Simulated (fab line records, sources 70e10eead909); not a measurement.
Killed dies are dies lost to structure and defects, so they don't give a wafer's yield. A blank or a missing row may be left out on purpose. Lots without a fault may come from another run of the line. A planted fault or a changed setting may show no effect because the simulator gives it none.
Chamber matching | flow nand_harc | NHARC_A_DECK1_JOINT_DEP_16 on pecvd-02: 3 sister chambers
The step deposits SiO2, target thk 45 nm. 14 wafers are shown with their chamber, then 6 later ones without.

WAFERS WITH THEIR CHAMBER
wafer  | chamber | heater_power_w (W) | throttle_valve_pct (%)
L672.1 | 2       | 589                | 15.9
L672.5 | 0       | 422                | 15.6
L672.6 | 1       | 430                | 16.3
L676.2 | 1       | 436                | 16.3
L676.4 | 0       | 413                | 15.7
L676.6 | 2       | 606                | 15.9
L678.1 | 2       | 533                | 16.2
L678.3 | 1       | 536                | 16.2
L678.6 | 2       | 543                | 16.1
L682.1 | 0       | 342                | 15.2
L682.3 | 1       | 565                | 16.2
L682.5 | 1       | 563                | 16.3
L681.3 | 0       | 413                | 15.2
L681.5 | 2       | 528                | 15.1

SIGNATURES (means of the wafers above)
reading            | chamber 0 | chamber 1 | chamber 2 | scatter within a chamber
heater_power_w     | 397.50    | 506.00    | 559.80    | 50
throttle_valve_pct | 15.425    | 16.260    | 15.840    | 0.297
Rule: a wafer's distance from a chamber is the root of the sum, over the readings, of the square of ((its reading less the chamber's mean) divided by the reading's scatter). The wafer belongs to the nearest chamber; if the next one is less than 2 further off, it can't be placed. The scatter: the root of (the sum of the squares of (reading less its chamber's mean) over the shown wafers, divided by (wafers less chambers)).

WAFERS WITHOUT THEIR CHAMBER
wafer  | heater_power_w (W) | throttle_valve_pct (%)
L681.6 | 541                | 16.1
L685.2 | 549                | 15.6
L685.5 | 558                | 15.4
L691.3 | 530                | 15.3
L691.4 | 499                | 16.4
L691.6 | 426                | 15.4

WHICH CHAMBER EACH WENT THROUGH
wafer  | from the rows above          | in truth
L681.6 | can't be placed: 1 or 2      | 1
L685.2 | can't be placed: 2 or 1      | 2
L685.5 | can't be placed: 2 or 1 or 0 | 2
L691.3 | can't be placed: 2 or 0 or 1 | 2
L691.4 | can't be placed: 1 or 2      | 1
L691.6 | 0                            | 0
Placed correctly: 1 of 6. Can't be placed from these rows: 5 (the true chamber is among the candidates in 5). Placed wrongly: 0.
